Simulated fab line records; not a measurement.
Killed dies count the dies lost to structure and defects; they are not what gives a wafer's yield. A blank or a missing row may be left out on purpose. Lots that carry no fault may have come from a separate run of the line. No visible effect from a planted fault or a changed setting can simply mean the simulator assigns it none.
fab line records :: flow n5-finfet
[record]
  lots = 5
  wafers = 15
  last-day = 19
route steps=1938 shown BEOL_M10@1497 BEOL_M11@1536 PASSIVATION@1936
lots untouched by any fault: they come from a run of this same line in which no faults occurred
start-h: the number of hours between the record's first day and the start of the first shown wafer of the lot :: wait-h: hours since the lot's step before :: " repeats the value in the row above :: L1.1+2: several wafers, shown together as one row :: - no value, or no start was given :: * or withheld: withheld :: < > ~ a bound
route shown NAME@n: a module of which the file shows steps, and the number in the route of the first :: usual: mean/standard deviation taken from wafers without a fault :: same: alike in all rows :: chamber/n: place in a boat :: sites: per-site readings :: _std_site: the values' standard deviation :: _edge_site: mean of outer sites minus mean of inner sites :: radius-mm: how far each site lies from the wafer's centre :: mask NAME#n: copy n :: behind: tool/chamber where the wafer was last shaped :: hold: reason for holding the lot/hours on hold/outcome of the hold :: device: the transistor (n, p or np) that didn't switch :: end of line: at the end of the route, the tests of the same wafers :: where a step has no rows: the recipe by itself :: killed: dies that structure and defects cost at the first sort, which is not the same as the wafer's yield :: map: per-die view of a wafer (x killed, . not killed, _ where there is no die)
set.NAME: the setting as run; set.NAME@STEP: as run at that earlier step :: model.NAME: the simulator's own value behind a step, which no gauge read
lots seen at some steps along the route; tables by step, rows by wafer
services: when a tool's chamber went out of use (start-h, in hours from the record's first day, below 0 if earlier), for how many hours, and the reason
[[steps]]
[step N5_BEOL_M10_EBR_24]
[recipe]
  solvent = PGMEA
  ebr-width-mm = 1.5
[step N5_BEOL_M10_SOFTBAKE_23]
[recipe]
  temp-c = 110
  time-s = 60
  resist = CAR-ArF
[step N5_BEOL_M10_EXPOSE_25]
[recipe]
  mask-id = V9
  na = 1.35
  source-shape = annular
  sigma-inner = 0.5
  sigma-outer = 0.8
  polarization = unpolarized
  dose-mj = 85.5
[step N5_BEOL_M10_PEB_26]
[recipe]
  peb-temp-c = withheld
  peb-time-s = 60
  resist = CAR-ArF
[step N5_BEOL_M10_DEVELOP_27]
[recipe]
  develop-time-s = 30
  developer = TMAH
  resist = CAR-ArF
  rinse-liquid = diw
  dry = air-spin
  dev-temp-c = 23
[step N5_BEOL_M10_DESCUM_33]
[recipe]
  chemistry = O2
  time-s = 7.9
  source-power-w = 50
  bias-power-w = 20
  pressure-mtorr = 20
  rf-frequency-hz = 2.712e+07
  temp-c = 40
  resist = CAR-ArF
  o2-flow-sccm = 225
[step N5_BEOL_M10_ETCH_65]
[recipe]
  chemistry = CF4
  target = SiARC
  target-depth-a = 390
  mask-material = CAR-ArF
  time-s = 65
  ion-energy-ev = 80
  pressure-mtorr = 40
  source-w = 545
  bias-w = 36
  Ar_flow_sccm = 100
  cf4-flow-sccm = 100
  ends = cleared
[step N5_BEOL_M10_ETCH_66]
[recipe]
  chemistry = N2/H2
  target = SOC
  target-depth-a = 1200
  overetch-a = 240
  mask-material = SiARC
  temp-c = 40
  time-s = 180
  ion-energy-ev = 200
  pressure-mtorr = 30
  source-w = 840
  bias-w = 150
  n2-flow-sccm = 200
  h2-flow-sccm = 200
[step N5_BEOL_M10_STRIP_69]
[recipe]
  chemistry = N2/H2
  temp-c = 40
  n2-flow-sccm = 200
  h2-flow-sccm = 200
  rf-frequency-hz = 6e+07
[step N5_BEOL_M10_VIA_ETCH_34]
[recipe]
  chemistry = C4F6/O2
  target = SiCOH_lowk
  target-depth-a = 1845
  mask-material = SOC
  taper-deg = 4
  time-s = 69.2
  ion-energy-ev = 250
  pressure-mtorr = 30
  source-w = 345
  bias-w = 185
  Ar_flow_sccm = 300
  C4F6_flow_sccm = 10
  O2_flow_sccm = 10
[usual]
  drypump-motor-current-A = 5.6/0.52
  oes-product-au = 0.78/0.092
  rf-vpp-V = 657/17
  showerhead-plenum-p-Torr = 2.85/0.06
  throttle-valve-pct = 20.95/0.29
lot.wafer: L456.2
tool: rie-diel-02
chamber: 2
start-h: 263.94
wait-h: 0.0
drypump-motor-current-A: 5.1
oes-product-au: 0.69
rf-hours-counter-h: 225
rf-vpp-V: 655
showerhead-plenum-p-Torr: 2.93
throttle-valve-pct: 21.09

lot.wafer: L456.5
tool: rie-diel-02
chamber: 1
start-h: 263.94
wait-h: 0.0
drypump-motor-current-A: 5.8
oes-product-au: 0.73
rf-hours-counter-h: -
rf-vpp-V: 665
showerhead-plenum-p-Torr: 2.85
throttle-valve-pct: 21.24

lot.wafer: L456.6
tool: rie-diel-02
chamber: 0
start-h: 263.94
wait-h: 0.0
drypump-motor-current-A: 6.2
oes-product-au: 0.67
rf-hours-counter-h: -
rf-vpp-V: 680
showerhead-plenum-p-Torr: 2.92
throttle-valve-pct: 21.37

lot.wafer: L463.4
tool: rie-diel-02
chamber: 0
start-h: 309.98
wait-h: 0.0
drypump-motor-current-A: 6.2
oes-product-au: 0.93
rf-hours-counter-h: 6
rf-vpp-V: 683
showerhead-plenum-p-Torr: 2.91
throttle-valve-pct: 21.08

lot.wafer: L463.5
tool: rie-diel-02
chamber: 3
start-h: 309.98
wait-h: 0.0
drypump-motor-current-A: 5.3
oes-product-au: 0.86
rf-hours-counter-h: -
rf-vpp-V: 632
showerhead-plenum-p-Torr: 2.88
throttle-valve-pct: 21.02

lot.wafer: L463.6
tool: rie-diel-02
chamber: 0
start-h: 309.98
wait-h: 0.0
drypump-motor-current-A: 6.2
oes-product-au: 0.94
rf-hours-counter-h: -
rf-vpp-V: 684
showerhead-plenum-p-Torr: 2.91
throttle-valve-pct: 21.09

lot.wafer: L464.3
tool: rie-diel-02
chamber: 0
start-h: 317.35
wait-h: 0.0
drypump-motor-current-A: 6.2
oes-product-au: 0.92
rf-hours-counter-h: 8
rf-vpp-V: 684
showerhead-plenum-p-Torr: 2.91
throttle-valve-pct: 21.09

lot.wafer: L464.5
tool: rie-diel-02
chamber: 3
start-h: 317.35
wait-h: 0.0
drypump-motor-current-A: 5.3
oes-product-au: 0.87
rf-hours-counter-h: -
rf-vpp-V: 632
showerhead-plenum-p-Torr: 2.88
throttle-valve-pct: 21.04

lot.wafer: L464.6
tool: rie-diel-02
chamber: 2
start-h: 317.35
wait-h: 0.0
drypump-motor-current-A: 5.1
oes-product-au: 0.67
rf-hours-counter-h: -
rf-vpp-V: 657
showerhead-plenum-p-Torr: 2.92
throttle-valve-pct: 21.14

lot.wafer: L462.2
tool: rie-diel-02
chamber: 3
start-h: 320.37
wait-h: 0.0
drypump-motor-current-A: 5.3
oes-product-au: 0.86
rf-hours-counter-h: 39
rf-vpp-V: 631
showerhead-plenum-p-Torr: 2.88
throttle-valve-pct: 21.03

lot.wafer: L462.3
tool: rie-diel-02
chamber: 2
start-h: 320.37
wait-h: 0.0
drypump-motor-current-A: 5.1
oes-product-au: 0.68
rf-hours-counter-h: 250
rf-vpp-V: 655
showerhead-plenum-p-Torr: 2.92
throttle-valve-pct: 21.13

lot.wafer: L462.5
tool: rie-diel-02
chamber: 1
start-h: 320.37
wait-h: 0.0
drypump-motor-current-A: 5.8
oes-product-au: 0.72
rf-hours-counter-h: -
rf-vpp-V: 664
showerhead-plenum-p-Torr: 2.84
throttle-valve-pct: 21.27

lot.wafer: L474.1
tool: rie-diel-06
chamber: 1
start-h: 398.78
wait-h: 0.0
drypump-motor-current-A: 6.5
oes-product-au: 0.76
rf-hours-counter-h: 149
rf-vpp-V: 664
showerhead-plenum-p-Torr: 2.85
throttle-valve-pct: 20.53

lot.wafer: L474.2
tool: rie-diel-06
chamber: 2
start-h: 398.78
wait-h: 0.0
drypump-motor-current-A: 5.4
oes-product-au: 0.83
rf-hours-counter-h: 77
rf-vpp-V: 674
showerhead-plenum-p-Torr: 2.84
throttle-valve-pct: 20.76

lot.wafer: L474.6
tool: rie-diel-06
chamber: 2
start-h: 398.78
wait-h: 0.0
drypump-motor-current-A: 5.4
oes-product-au: 0.83
rf-hours-counter-h: -
rf-vpp-V: 673
showerhead-plenum-p-Torr: 2.84
throttle-valve-pct: 20.78
[step N5_BEOL_M10_STRIP_73]
[recipe]
  chemistry = C4F6/O2
  resist = SiARC
  rf-frequency-hz = 6e+07
[step N5_BEOL_M10_STRIP_36]
[recipe]
  chemistry = N2/H2
  power-w = 450
  temp-c = 40
  pressure-mtorr = 20
  rf-frequency-hz = 6e+07
  overash-fraction = 0.3
  bias-power-w = 7
  h2-frac = 0.5
  n2-flow-sccm = 200
  h2-flow-sccm = 200
[step N5_BEOL_M10_TRENCH_ETCH_37]
[recipe]
  chemistry = C4F6/O2
  target-depth-a = 1488.3
  target = SiCOH_lowk
  time-s = 48
  ion-energy-ev = 250
  pressure-mtorr = 30
  source-w = 345
  bias-w = 185
  Ar_flow_sccm = 300
  C4F6_flow_sccm = 10
  O2_flow_sccm = 10
[step N5_BEOL_M10_ETCH_41]
[recipe]
  chemistry = CH3F/O2
  target = SiCN
  target-depth-a = 426
  taper-deg = 2
  time-s = 86
  ion-energy-ev = 120
  mask-material = TiN
  pressure-mtorr = 30
  source-w = 395
  bias-w = 75
  Ar_flow_sccm = 150
  CH3F_flow_sccm = 30
  O2_flow_sccm = 20
[step N5_BEOL_M10_STRIP_77]
[recipe]
  chemistry = N2/H2
  time-s = 10
  power-w = 450
  temp-c = 40
  pressure-mtorr = 20
  rf-frequency-hz = 6e+07
  bias-power-w = 7
  n2-flow-sccm = 200
  h2-flow-sccm = 200
[step N5_BEOL_M10_HM_STRIP_39]
[recipe]
  chemistry = peroxide-tin-strip
  material = TiN
  target-depth-a = 250
  temp-c = 50
  time-s = 158
[step N5_BEOL_M10_SRD_40]
[recipe]
  time-s = 30
  temp-c = 23
  rinse-liquid = diw
  dry = ipa-marangoni
[step N5_BEOL_M10_PRECLEAN_42]
[recipe]
  chemistry = residue-remover
  time-s = 60
  temp-c = 40
[step N5_BEOL_M10_SRD_43]
[recipe]
  time-s = 30
  temp-c = 23
  rinse-liquid = diw
  dry = ipa-marangoni
[step N5_BEOL_M10_CURE_72]
[recipe]
  temp-c = 370
  time-s = 120
  ambient = DMADMS/He
  material = SiCOH_lowk
[step N5_BEOL_M10_DEGAS_44]
[recipe]
  ambient = vacuum
  temp-c = 250
  time-s = 60
[step N5_BEOL_M10_PRE_CLEAN_45]
[recipe]
  gas = H2/He
  time-s = 30
  temp-c = 250
[step N5_BEOL_M10_ALD_74]
[recipe]
  material = TaN
  target-thk-a = 20
  temp-c = 275
  ald-precursor-family = PDMAT
  ald-co-reactant = NH3
  pressure-torr = 3
  carrier-flow-sccm = 1500
  pulse-time-s = 2
  purge-time-s = 3
  co-reactant-purge-time-s = 2
  co-reactant-pulse-time-s = 3
  ald-cycles = 40
  precursor-vessel-temp-c = 75
  precursor-vessel-pressure-torr = 26.25
  precursor-vessel-carrier-sccm = 1000
[step N5_BEOL_M10_SURFACE_TREAT_76]
[recipe]
  gas = Ar
  time-s = *
  ion-energy-ev = *
  ion-current-ma-cm2 = 0.5
  pressure-mtorr = *
  ar-flow-sccm = 30
[step N5_BEOL_M10_CVD_75]
[recipe]
  material = Co
  target-thk-a = 20
  temp-c = withheld
  precursor = CCTBA/H2
  pressure-torr = 30
  time-s = 138.9
[step N5_BEOL_M10_SPUTTER_48]
[recipe]
  material = Cu
  target-thk-a = 120
  temp-c = -20
  bias-v = 60
  power-w = 26000
  chamber-pressure-pa = 0.13
  time-s = 2
[step N5_BEOL_M10_ECD_50]
[recipe]
  material = Cu
  target-thk-a = 3180
[step N5_BEOL_M10_ANNEAL_51]
[recipe]
  temp-c = 225
  time-s = 90
  ambient = N2
[step N5_BEOL_M10_CMP_52]
[recipe]
  stop-on = SiCOH_lowk
  t-overpolish-s = 7
  down-force-psi = 1
  platen-rpm = 50
  clearing-platen-down-force-psi = 1.5
  clearing-platen-rpm = 50
  post-cmp-clean = cu-alkaline
  target-thk-nm = 140
  clearing-platen-pad-velocity-m-s = 0.99484
  pad-velocity-m-s = 0.99484
[step N5_BEOL_M10_PRE_CLEAN_55]
[recipe]
  gas = NH3
  time-s = 15
  temp-c = withheld
  rf-power-w = 300
[step N5_BEOL_M10_DEP_56]
[recipe]
  material = SiCN
  target-thk-a = 150
  temp-c = withheld
  precursor = 3MS/NH3
  pressure-torr = 3
  rf-w = 202
  time-s = 26.5
[step N5_BEOL_M11_ILD_DEP_00]
[recipe]
  material = SiCOH_lowk
  target-thk-a = 3085.1
  temp-c = 300
  precursor = DEMS/porogen
  pressure-torr = 5
  rf-w = 500
  time-s = 58
[step N5_BEOL_M11_CURE_71]
[recipe]
  temp-c = 385
  time-s = 240
  ambient = He/Ar
  material = SiCOH_lowk
[step N5_PASSIVATION_PROBE_49]
[usual]
  defect-limited-yield = 91.3/1.4
  killed_at_M0_to_M3 = 36/10
  killed_at_M4_up = 13/5.4
  killed-at-contacts = 12/5.3
  killed-at-front-end = 39/10
  killed-at-other = 3.2/2.7
  killed-dies = 103/16
  killed-on-rim = 13/4
  killed-open = 68/13
  killed-short = 33/6.6
  sort_bin_4_leakage = 0.01/0.031
  sort_bin_5_function = 5.1/0.92
  sort_bin_6_memory = 3.3/0.68
  sort_bin_8_speed = 0.1/0.41
  sort-n-pass = 1077/17
[same]
  gross-dies = 1180
  killed-at-back-side = 0
lot.wafer: L456.2
tool: prober-01
chamber: -
start-h: 311.98
wait-h: 0.1
defect-limited-yield[%]: 93.5
killed_at_M0_to_M3: 22
killed_at_M4_up: 12
killed-at-contacts: 8
killed-at-front-end: 32
killed-at-other: 3
killed-dies: 77
killed-on-rim: 8
killed-open: 46
killed-short: 30
sort_bin_4_leakage[%]: 0
sort_bin_5_function[%]: 3.6
sort_bin_6_memory[%]: 2.7
sort_bin_8_speed[%]: 0
sort-n-pass: 1103

lot.wafer: L456.5
tool: prober-01
chamber: -
start-h: 312.13
wait-h: 0.2
defect-limited-yield[%]: 91.1
killed_at_M0_to_M3: 38
killed_at_M4_up: 9
killed-at-contacts: 13
killed-at-front-end: 40
killed-at-other: 5
killed-dies: 105
killed-on-rim: 10
killed-open: 67
killed-short: 37
sort_bin_4_leakage[%]: 0
sort_bin_5_function[%]: 4.5
sort_bin_6_memory[%]: 4.0
sort_bin_8_speed[%]: 0
sort-n-pass: 1075

lot.wafer: L456.6
tool: prober-01
chamber: -
start-h: 312.18
wait-h: 0.3
defect-limited-yield[%]: 89.2
killed_at_M0_to_M3: 57
killed_at_M4_up: 16
killed-at-contacts: 5
killed-at-front-end: 45
killed-at-other: 5
killed-dies: 128
killed-on-rim: 18
killed-open: 92
killed-short: 36
sort_bin_4_leakage[%]: 0
sort_bin_5_function[%]: 6.1
sort_bin_6_memory[%]: 4.4
sort_bin_8_speed[%]: 0
sort-n-pass: 1052

lot.wafer: L463.4
tool: prober-01
chamber: -
start-h: 365.76
wait-h: 0.3
defect-limited-yield[%]: 83.0
killed_at_M0_to_M3: 26
killed_at_M4_up: 126
killed-at-contacts: 5
killed-at-front-end: 36
killed-at-other: 8
killed-dies: 201
killed-on-rim: 30
killed-open: 73
killed-short: 20
sort_bin_4_leakage[%]: 0
sort_bin_5_function[%]: 10.6
sort_bin_6_memory[%]: 2.8
sort_bin_8_speed[%]: 0
sort-n-pass: 979

lot.wafer: L463.5
tool: prober-01
chamber: -
start-h: 365.81
wait-h: 0.4
defect-limited-yield[%]: 82.0
killed_at_M0_to_M3: 50
killed_at_M4_up: 117
killed-at-contacts: 21
killed-at-front-end: 22
killed-at-other: 2
killed-dies: 212
killed-on-rim: 29
killed-open: 68
killed-short: 44
sort_bin_4_leakage[%]: 0
sort_bin_5_function[%]: 9.8
sort_bin_6_memory[%]: 4.5
sort_bin_8_speed[%]: 0
sort-n-pass: 968

lot.wafer: L463.6
tool: prober-01
chamber: -
start-h: 365.86
wait-h: 0.4
defect-limited-yield[%]: 82.5
killed_at_M0_to_M3: 37
killed_at_M4_up: 117
killed-at-contacts: 8
killed-at-front-end: 36
killed-at-other: 8
killed-dies: 206
killed-on-rim: 37
killed-open: 71
killed-short: 30
sort_bin_4_leakage[%]: 0
sort_bin_5_function[%]: 10.4
sort_bin_6_memory[%]: 4.4
sort_bin_8_speed[%]: 0
sort-n-pass: 974

lot.wafer: L462.2
tool: prober-02
chamber: -
start-h: 380.85
wait-h: 0.1
defect-limited-yield[%]: 83.6
killed_at_M0_to_M3: 29
killed_at_M4_up: 113
killed-at-contacts: 3
killed-at-front-end: 36
killed-at-other: 12
killed-dies: 193
killed-on-rim: 33
killed-open: 63
killed-short: 34
sort_bin_4_leakage[%]: 0
sort_bin_5_function[%]: 9.4
sort_bin_6_memory[%]: 3.6
sort_bin_8_speed[%]: 0.2
sort-n-pass: 987

lot.wafer: L462.3
tool: prober-02
chamber: -
start-h: 380.90
wait-h: 0.1
defect-limited-yield[%]: 78.5
killed_at_M0_to_M3: 37
killed_at_M4_up: 168
killed-at-contacts: 8
killed-at-front-end: 37
killed-at-other: 4
killed-dies: 254
killed-on-rim: 18
killed-open: 67
killed-short: 30
sort_bin_4_leakage[%]: 0
sort_bin_5_function[%]: 13.8
sort_bin_6_memory[%]: 4.6
sort_bin_8_speed[%]: 0
sort-n-pass: 926

lot.wafer: L462.5
tool: prober-02
chamber: -
start-h: 381.00
wait-h: 0.2
defect-limited-yield[%]: 80.1
killed_at_M0_to_M3: 44
killed_at_M4_up: 129
killed-at-contacts: 6
killed-at-front-end: 54
killed-at-other: 2
killed-dies: 235
killed-on-rim: 32
killed-open: 79
killed-short: 39
sort_bin_4_leakage[%]: 0
sort_bin_5_function[%]: 12.5
sort_bin_6_memory[%]: 4.3
sort_bin_8_speed[%]: 0
sort-n-pass: 945

lot.wafer: L464.3
tool: prober-01
chamber: -
start-h: 390.31
wait-h: 0.1
defect-limited-yield[%]: 81.9
killed_at_M0_to_M3: 34
killed_at_M4_up: 122
killed-at-contacts: 8
killed-at-front-end: 43
killed-at-other: 7
killed-dies: 214
killed-on-rim: 36
killed-open: 69
killed-short: 35
sort_bin_4_leakage[%]: 0.17
sort_bin_5_function[%]: 11.9
sort_bin_6_memory[%]: 3.8
sort_bin_8_speed[%]: 0
sort-n-pass: 964

lot.wafer: L464.5
tool: prober-01
chamber: -
start-h: 390.41
wait-h: 0.2
defect-limited-yield[%]: 84.2
killed_at_M0_to_M3: 39
killed_at_M4_up: 107
killed-at-contacts: 10
killed-at-front-end: 26
killed-at-other: 5
killed-dies: 187
killed-on-rim: 32
killed-open: 66
killed-short: 24
sort_bin_4_leakage[%]: 0
sort_bin_5_function[%]: 9.9
sort_bin_6_memory[%]: 3.1
sort_bin_8_speed[%]: 0
sort-n-pass: 993

lot.wafer: L464.6
tool: prober-01
chamber: -
start-h: 390.46
wait-h: 0.3
defect-limited-yield[%]: 79.7
killed_at_M0_to_M3: 25
killed_at_M4_up: 164
killed-at-contacts: 13
killed-at-front-end: 35
killed-at-other: 2
killed-dies: 239
killed-on-rim: 11
killed-open: 57
killed-short: 31
sort_bin_4_leakage[%]: 0
sort_bin_5_function[%]: 11.5
sort_bin_6_memory[%]: 4.7
sort_bin_8_speed[%]: 0
sort-n-pass: 941

lot.wafer: L474.1
tool: prober-02
chamber: -
start-h: 449.67
wait-h: 0.0
defect-limited-yield[%]: 91.9
killed_at_M0_to_M3: 28
killed_at_M4_up: 18
killed-at-contacts: 16
killed-at-front-end: 27
killed-at-other: 7
killed-dies: 96
killed-on-rim: 19
killed-open: 71
killed-short: 23
sort_bin_4_leakage[%]: 0
sort_bin_5_function[%]: 4.4
sort_bin_6_memory[%]: 3.3
sort_bin_8_speed[%]: 0
sort-n-pass: 1084

lot.wafer: L474.2
tool: prober-02
chamber: -
start-h: 449.72
wait-h: 0.1
defect-limited-yield[%]: 92.6
killed_at_M0_to_M3: 30
killed_at_M4_up: 9
killed-at-contacts: 12
killed-at-front-end: 33
killed-at-other: 3
killed-dies: 87
killed-on-rim: 5
killed-open: 52
killed-short: 35
sort_bin_4_leakage[%]: 0
sort_bin_5_function[%]: 4.6
sort_bin_6_memory[%]: 2.5
sort_bin_8_speed[%]: 0
sort-n-pass: 1093

lot.wafer: L474.6
tool: prober-02
chamber: -
start-h: 449.92
wait-h: 0.3
defect-limited-yield[%]: 92.2
killed_at_M0_to_M3: 40
killed_at_M4_up: 11
killed-at-contacts: 6
killed-at-front-end: 35
killed-at-other: 0
killed-dies: 92
killed-on-rim: 16
killed-open: 57
killed-short: 35
sort_bin_4_leakage[%]: 0
sort_bin_5_function[%]: 4.8
sort_bin_6_memory[%]: 2.7
sort_bin_8_speed[%]: 0
sort-n-pass: 1088
// killed by level:class
L456.2 FIN_SAQP:geometric-particle:short=13 MOL_CONTACT_COAG:geometric-particle:open=7 STI_FIN_REVEAL:geometric-particle:open=5 BEOL_M4:geometric-particle:open=5 DUMMY_GATE:geometric-particle:open=4 BEOL_M0_SAQP:geometric-particle:open=4 BEOL_M1:geometric-particle:open=4 BEOL_M3:geometric-particle:open=4
L456.5 FIN_SAQP:geometric-particle:open=13 MOL_CONTACT_COAG:geometric-particle:open=12 BEOL_M3:geometric-particle:open=11 BEOL_M0_SAQP:geometric-particle:short=9 FIN_SAQP:geometric-particle:short=8 STI_FIN_REVEAL:geometric-particle:open=7 BEOL_M2:geometric-particle:open=6 BEOL_M2:geometric-particle:short=4
L456.6 BEOL_M0_SAQP:geometric-particle:open=14 FIN_SAQP:geometric-particle:open=12 BEOL_M3:geometric-particle:open=11 FIN_SAQP:geometric-particle:short=10 BEOL_M2:geometric-particle:open=10 BEOL_M0_SAQP:geometric-particle:short=8 BEOL_M4:geometric-particle:open=8 DUMMY_GATE:geometric-particle:open=7
L463.4 BEOL_M10:unspecified=105 BEOL_M4:geometric-particle:open=14 BEOL_M0_SAQP:geometric-particle:open=9 FIN_SAQP:geometric-particle:open=8 STI_FIN_REVEAL:geometric-particle:open=6 BEOL_M2:geometric-particle:open=5 DUMMY_GATE:geometric-particle:open=4 ILD0:geometric-particle:open=4
L463.5 BEOL_M10:unspecified=97 BEOL_M0_SAQP:geometric-particle:short=14 MOL_CONTACT_COAG:geometric-particle:open=12 BEOL_M0_SAQP:geometric-particle:open=10 MOL_CONTACT_COAG:geometric-particle:short=9 BEOL_M3:geometric-particle:open=9 FIN_SAQP:geometric-particle:open=8 BEOL_M2:geometric-particle:open=8
L463.6 BEOL_M10:unspecified=99 FIN_SAQP:geometric-particle:open=14 BEOL_M0_SAQP:geometric-particle:open=11 BEOL_M0_SAQP:geometric-particle:short=8 BEOL_M4:geometric-particle:open=8 MOL_CONTACT_COAG:geometric-particle:open=7 FIN_SAQP:geometric-particle:short=5 BEOL_M3:geometric-particle:open=5
L462.2 BEOL_M10:unspecified=93 FIN_SAQP:geometric-particle:open=11 FIN_SAQP:geometric-particle:short=10 MIM_TOP_ETCH:geometric-particle:open=10 BEOL_M0_SAQP:geometric-particle:short=8 BEOL_M2:geometric-particle:open=7 BEOL_M4:geometric-particle:open=7 STI_FIN_REVEAL:geometric-particle:open=4
L462.3 BEOL_M10:unspecified=157 FIN_SAQP:geometric-particle:open=12 BEOL_M0_SAQP:geometric-particle:open=10 FIN_SAQP:geometric-particle:short=7 MOL_CONTACT_COAG:geometric-particle:open=7 BEOL_M2:geometric-particle:open=7 BEOL_M4:geometric-particle:open=7 BEOL_M0_SAQP:geometric-particle:short=6
L462.5 BEOL_M10:unspecified=114 FIN_SAQP:geometric-particle:short=16 FIN_SAQP:geometric-particle:open=13 STI_FIN_REVEAL:geometric-particle:open=10 BEOL_M3:geometric-particle:open=10 BEOL_M1:geometric-particle:open=9 BEOL_M2:geometric-particle:open=7 GATE_CUT:geometric-particle:short=6
L464.3 BEOL_M10:unspecified=110 DUMMY_GATE:geometric-particle:open=12 BEOL_M3:geometric-particle:open=11 BEOL_M0_SAQP:geometric-particle:open=7 BEOL_M4:geometric-particle:open=6 FIN_SAQP:geometric-particle:short=5 STI_FIN_REVEAL:geometric-particle:open=5 BEOL_M0_SAQP:geometric-particle:short=5
L464.5 BEOL_M10:unspecified=95 BEOL_M0:geometric-particle:open=11 MOL_CONTACT_COAG:geometric-particle:open=7 BEOL_M2:geometric-particle:open=7 BEOL_M4:geometric-particle:open=6 BEOL_M0_SAQP:geometric-particle:open=5 GATE_CUT:geometric-particle:open=4 BEOL_M1:geometric-particle:open=4
L464.6 BEOL_M10:unspecified=150 FIN_SAQP:geometric-particle:short=10 MOL_CONTACT_COAG:geometric-particle:open=10 STI_FIN_REVEAL:geometric-particle:open=6 BEOL_M0_SAQP:geometric-particle:short=6 BEOL_M0_SAQP:geometric-particle:open=5 FIN_SAQP:geometric-particle:open=4 ILD0:geometric-particle:open=4
L474.1 MOL_CONTACT_COAG:geometric-particle:open=15 BEOL_M3:geometric-particle:open=9 GATE_CUT:geometric-particle:short=6 BEOL_M4:geometric-particle:open=6 STI_FIN_REVEAL:geometric-particle:open=5 BEOL_M5:geometric-particle:open=4 GATE_CUT:geometric-particle:open=4 BEOL_M0_SAQP:geometric-particle:open=4
L474.2 BEOL_M0_SAQP:geometric-particle:open=8 MOL_CONTACT_COAG:geometric-particle:open=7 FIN_SAQP:geometric-particle:short=6 BEOL_M0_SAQP:geometric-particle:short=6 FIN_SAQP:geometric-particle:open=5 STI_FIN_REVEAL:geometric-particle:open=5 MOL_CONTACT_COAG:geometric-particle:short=5 DUMMY_GATE:geometric-particle:open=4
L474.6 BEOL_M0_SAQP:geometric-particle:short=14 BEOL_M0_SAQP:geometric-particle:open=9 GATE_CUT:geometric-particle:open=6 DUMMY_GATE:geometric-particle:open=5 MOL_CONTACT_COAG:geometric-particle:open=5 GATE_CUT:geometric-particle:short=4 STARTING-WAFER:geometric-particle:open=4 BEOL_M1:geometric-particle:open=4
// map L462.3 (x killed, . not)
_________________............________________
______________x..x......xx....x._____________
___________..xx......x...x........x__________
__________.xx......................._________
________...........x...x.......x......_______
_______.......x........x...............______
______..............x.........x...x....._____
_____.x....................x......x......____
____.x.................x.....x.....x....x.___
___.x...........x.....x........xx...x......__
___.........................x..............__
__.............x....x.........x.........x..._
__...........x....x...x...x..x..x..........._
_...x...x.......x.x....x.....................
_........x................xx.......x....x....
_.x..........xx..............x...............
_......................x.................x...
_.....x.....x..x.....xxxxx....x............x.
_....x...........xx.xxxxxxxx.x......x........
_...............x.xxxxxxxxxxx................
_.................xxxxxxxxxxxxxxx.x..........
__......x........xxxxxxxxxxxxxxx............_
__.......x.....xxxxxxxxxxxxxxxxx............_
___x.x......x...xxxxxxxxxxxxxxxx...........__
___..............xxxxxxxxxxxxxxxx..x.x.....__
____.x.......x...xxxxxxxxxxxxxx..x........___
_____.x.........xxxxxxxxxxxxxx...........____
______............xxxxxxxxxxx.x.x......._____
_______......x....x.xxxxxxx.xx......x..______
________............x..x.xx.x...x....._______
__________.x.......xx..............._________
___________..................x.....__________
______________.x.....x.......x.._____________
_________________...........x________________
// map L463.5 (x killed, . not)
_________________x...........________________
______________.........x.x......_____________
___________..x.............xx......__________
__________.x.........x..x....x......_________
________x.....................x.....x._______
_______...x.....x...x.x.....x..........______
______x............x...................._____
_____.....x.xxx.........x.x..............____
____..........x....x..xx.......xx.x.x.....___
___........x......xx.......................__
___.............x.........x................__
__.................x........xx..xx..x......._
__x.......x........................x...x...._
_...x.............x.............x.....x......
_.....................x....xx.x..........x...
_...x.....xx....x..x.x.......................
_..............................x.........x...
_........x.........x...x.....................
_..x....x..x..........................x......
_...........x....................xx....x.....
_x.x...x......x.x.............x..x.....xx....
__.....................xx....x.............._
__....x.............x.......x.x............._
___x..............x........................__
___.........x.....x........................__
____...............xx..x.x......x.x.......___
_____...x....x..........xxxxxxxxx....x...____
______.......x..........xxxxxxxxx....x.._____
_______..x..xx....x...xxxxxxxxxxx.x....______
________.....x......x.xxxxxxxxxxxxx.x._______
__________........x.xxxxxxxxxxxxxxxx_________
___________........x.xxxxxxxxxxxxxx__________
______________.....xxxxxxxxxxxxx_____________
_________________...xxxxxxxxx________________
[[services]]
tool: rie-diel-02
chamber: 0
start-h: 271.52
hours: 9.9
kind: repair

tool: rie-diel-02
chamber: 0
start-h: 281.47
hours: -
kind: clean

tool: rie-diel-02
chamber: 0
start-h: 281.47
hours: -
kind: consumable-replace:focus-ring

tool: rie-diel-02
chamber: 0
start-h: 281.47
hours: 15.5
kind: scheduled-down

tool: rie-diel-02
chamber: 0
start-h: 281.47
hours: 15.5
kind: vent-cycle

tool: rie-diel-02
chamber: 3
start-h: 287.60
hours: 16.7
kind: repair

tool: rie-diel-02
chamber: 2
start-h: 321.25
hours: -
kind: clean

tool: rie-diel-02
chamber: 2
start-h: 321.25
hours: -
kind: consumable-replace:focus-ring

tool: rie-diel-02
chamber: 2
start-h: 321.25
hours: 26.4
kind: scheduled-down

tool: rie-diel-02
chamber: 2
start-h: 321.25
hours: 26.4
kind: vent-cycle

tool: rie-diel-02
chamber: 1
start-h: 334.26
hours: 5.1
kind: repair

tool: rie-diel-06
chamber: 0
start-h: 396.96
hours: -
kind: clean

tool: rie-diel-06
chamber: 0
start-h: 396.96
hours: -
kind: consumable-replace:focus-ring

tool: rie-diel-06
chamber: 0
start-h: 396.96
hours: 16.0
kind: scheduled-down

tool: rie-diel-06
chamber: 0
start-h: 396.96
hours: 16.0
kind: vent-cycle
[[key]]
[first-sign]
  step = N5_PASSIVATION_PROBE_49
  reading = killed_at_M4_up
  direction = up
  sigmas = 22
  usual = 13
  struck = 129
[effect]
  step = N5_PASSIVATION_PROBE_49
  reading = defect-limited-yield
  direction = down
  sigmas = 7
  usual = 91.3
  struck = 81.7
[more-kills-born-at]
  N5_BEOL_M10_VIA_ETCH_34@rie-diel-02 = 1020
met-at N5_BEOL_M10_VIA_ETCH_34
struck-wafers L462.2,L462.3,L462.5,L463.4,L463.5,L463.6,L464.3,L464.5,L464.6
onset-between 263.94 309.98
[fault]
  kind = chamber-particle-source
  tool = rie-diel-02
  chamber = -
  onset-h = 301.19
  steps = N5_BEOL_M10_VIA_ETCH_34
  rate-per-visit-cm2 = 1.5504
  end-h = 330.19
